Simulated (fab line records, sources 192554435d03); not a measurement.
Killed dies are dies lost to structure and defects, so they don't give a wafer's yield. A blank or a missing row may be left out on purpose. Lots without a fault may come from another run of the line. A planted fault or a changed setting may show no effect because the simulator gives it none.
Which tool did it? | flow n5_finfet | 24 lots, 72 wafers sampled, at 4 steps of a route of 1938

WHAT THE GAUGES READ, wafer by wafer
N5_BEOL_M5_RS_MEAS_57: measures by four-point-probe. Usual: M5_RS 0.394 ohm/sq, standard deviation 0.014.
lot  | measured     | on            | M5_RS (ohm/sq)    | flag
L074 | day 8 12:03  | film_metro-01 | 0.406 0.414 0.397 |
L075 | day 8 13:16  | film_metro-01 | 0.411 0.401 0.378 |
L076 | day 9 01:13  | film_metro-01 | 0.387 0.385 0.373 |
L078 | day 9 04:07  | film_metro-01 | 0.402 0.401 0.412 |
L077 | day 9 10:46  | film_metro-02 | 0.377 0.379 0.389 |
L079 | day 9 11:02  | film_metro-02 | 0.402 0.368 0.390 |
L080 | day 9 15:32  | film_metro-02 | 0.377 0.402 0.406 |
L081 | day 9 20:47  | film_metro-01 | 0.420 0.432 0.408 |
L082 | day 10 12:13 | film_metro-02 | 0.404 0.423 0.400 |
L083 | day 10 15:55 | film_metro-01 | 0.401 0.406 0.396 |
L084 | day 10 19:56 | film_metro-02 | 0.376 0.400 0.393 |
L085 | day 11 02:20 | film_metro-01 | 0.380 0.373 0.381 |
L086 | day 11 03:59 | film_metro-01 | 0.414 0.367 0.392 |
L087 | day 11 16:58 | film_metro-01 | 0.393 0.396 0.392 |
L089 | day 11 19:47 | film_metro-02 | 0.383 0.365 0.389 |
L088 | day 12 06:15 | film_metro-02 | 0.393 0.405 0.372 |
L090 | day 12 11:47 | film_metro-01 | 0.388 0.394 0.398 |
L091 | day 12 14:13 | film_metro-01 | 0.398 0.400 0.409 |
L093 | day 13 00:04 | film_metro-02 | 0.409 0.412 0.382 |
L092 | day 13 04:38 | film_metro-01 | 0.394 0.395 0.397 |
L095 | day 13 09:51 | film_metro-01 | 0.388 0.398 0.405 |
L094 | day 13 14:35 | film_metro-01 | 0.390 0.374 0.396 |
L096 | day 13 20:26 | film_metro-02 | 0.410 0.403 0.433 |
L097 | day 14 11:19 | film_metro-01 | 0.400 0.399 0.399 |

N5_BEOL_M5_INSPECT_58: inspects for defects (darkfield). Usual: raw_defect_count 72, standard deviation 24.
lot  | measured     | on                | raw_defect_count | flag
L074 | day 8 12:05  | defect_inspect-02 | 149 51 79        |
L075 | day 8 13:17  | defect_inspect-01 | 80 114 85        |
L076 | day 9 01:14  | defect_inspect-01 | 123 99 56        |
L078 | day 9 04:08  | defect_inspect-01 | 53 67 82         |
L077 | day 9 10:47  | defect_inspect-02 | 58 71 51         |
L079 | day 9 11:04  | defect_inspect-01 | 99 148 95        |
L080 | day 9 15:34  | defect_inspect-01 | 105 64 66        |
L081 | day 9 20:49  | defect_inspect-02 | 65 100 98        |
L082 | day 10 12:14 | defect_inspect-02 | 60 53 53         |
L083 | day 10 15:56 | defect_inspect-02 | 80 39 32         |
L084 | day 10 19:58 | defect_inspect-02 | 51 37 84         |
L085 | day 11 02:22 | defect_inspect-01 | 78 52 80         |
L086 | day 11 04:01 | defect_inspect-01 | 44 38 56         |
L087 | day 11 16:59 | defect_inspect-01 | 150 86 117       |
L089 | day 11 19:49 | defect_inspect-01 | 52 78 33         |
L088 | day 12 06:17 | defect_inspect-02 | 79 60 72         |
L090 | day 12 11:48 | defect_inspect-01 | 80 79 52         |
L091 | day 12 14:14 | defect_inspect-01 | 98 66 81         |
L093 | day 13 00:05 | defect_inspect-01 | 58 74 37         |
L092 | day 13 04:40 | defect_inspect-01 | 115 74 104       |
L095 | day 13 09:52 | defect_inspect-01 | 38 61 56         |
L094 | day 13 14:37 | defect_inspect-01 | 94 57 57         |
L096 | day 13 20:27 | defect_inspect-02 | 66 101 53        |
L097 | day 14 11:20 | defect_inspect-01 | 85 119 69        |

WHICH TOOL RAN EACH LOT (tool, then ch and the chambers of the sampled wafers, then the start)
lot  | N5_BEOL_M5_SURFACE_TREAT_87  | N5_BEOL_M5_ANNEAL_49
L074 | pvd_sputter-02, day 8 06:26  | pvd_sputter-01, day 8 06:44
L075 | pvd_sputter-02, day 8 06:44  | pvd_sputter-03, day 8 07:56
L076 | pvd_sputter-03, day 8 19:14  | pvd_sputter-01, day 8 19:53
L078 | pvd_sputter-03, day 8 22:25  | pvd_sputter-02, day 8 22:46
L077 | pvd_sputter-02, day 9 05:07  | pvd_sputter-02, day 9 05:24
L079 | pvd_sputter-02, day 9 05:11  | pvd_sputter-01, day 9 05:40
L080 | pvd_sputter-02, day 9 09:47  | pvd_sputter-01, day 9 10:06
L081 | pvd_sputter-03, day 9 15:05  | pvd_sputter-02, day 9 15:28
L082 | pvd_sputter-01, day 10 02:14 | pvd_sputter-02, day 10 02:33
L083 | pvd_sputter-01, day 10 08:31 | pvd_sputter-03, day 10 10:35
L084 | pvd_sputter-01, day 10 12:23 | pvd_sputter-02, day 10 14:22
L085 | pvd_sputter-03, day 10 20:26 | pvd_sputter-03, day 10 20:51
L086 | pvd_sputter-02, day 10 22:16 | pvd_sputter-01, day 10 22:38
L087 | pvd_sputter-02, day 11 11:19 | pvd_sputter-01, day 11 11:38
L089 | pvd_sputter-03, day 11 13:52 | pvd_sputter-02, day 11 14:28
L088 | pvd_sputter-03, day 12 00:19 | pvd_sputter-03, day 12 00:50
L090 | pvd_sputter-03, day 12 05:59 | pvd_sputter-03, day 12 06:27
L091 | pvd_sputter-02, day 12 08:35 | pvd_sputter-02, day 12 08:53
L093 | pvd_sputter-02, day 12 18:14 | pvd_sputter-03, day 12 18:40
L092 | pvd_sputter-01, day 12 22:44 | pvd_sputter-01, day 12 23:14
L095 | pvd_sputter-01, day 13 04:02 | pvd_sputter-01, day 13 04:31
L094 | pvd_sputter-01, day 13 08:55 | pvd_sputter-01, day 13 09:16
L096 | pvd_sputter-02, day 13 14:21 | pvd_sputter-03, day 13 14:54
L097 | pvd_sputter-03, day 14 05:37 | pvd_sputter-03, day 14 05:59
- N5_BEOL_M5_SURFACE_TREAT_87
- N5_BEOL_M5_ANNEAL_49: time 1800 s.

WHAT THE TOOLS THEMSELVES READ (means of the sampled wafers that have a number; where no wafer has one, the mark that the record gives instead)
N5_BEOL_M5_ANNEAL_49. Usual: heater_power_w 858 W, standard deviation 84.
lot  | tool           | heater_power_w (W) | flag
L074 | pvd_sputter-01 | 914                |
L075 | pvd_sputter-03 | 891                |
L076 | pvd_sputter-01 | 926                |
L078 | pvd_sputter-02 | 820                |
L077 | pvd_sputter-02 | 833                |
L079 | pvd_sputter-01 | 842                |
L080 | pvd_sputter-01 | 886                |
L081 | pvd_sputter-02 | 762                |
L082 | pvd_sputter-02 | 817                |
L083 | pvd_sputter-03 | 908                |
L084 | pvd_sputter-02 | 790                |
L085 | pvd_sputter-03 | 935                |
L086 | pvd_sputter-01 | 918                |
L087 | pvd_sputter-01 | 828                |
L089 | pvd_sputter-02 | 782                |
L088 | pvd_sputter-03 | 882                |
L090 | pvd_sputter-03 | 939                |
L091 | pvd_sputter-02 | 758                |
L093 | pvd_sputter-03 | 922                |
L092 | pvd_sputter-01 | 887                |
L095 | pvd_sputter-01 | 922                |
L094 | pvd_sputter-01 | 906                |
L096 | pvd_sputter-03 | 867                |
L097 | pvd_sputter-03 | 916                |

THE ANSWER, worked out from the rows above alone
Rule: a lot is off if the mean of its wafers that have a number lies more than 3 standard deviations from the usual mean. A lot without any number at a reading at which 4 lots or more have one is off too. The other lots that the step has rows for count as sound. The gauges are gone through in route order, then the tools' own readings, and for those a lot's mean is taken as printed above. The first step at which some lot is off is used, and at that step the reading that is off furthest; a lot without a number counts as furthest.
No lot is off at any reading shown: from this, nothing can be told.

WHAT THE SIMULATOR HAD PUT IN
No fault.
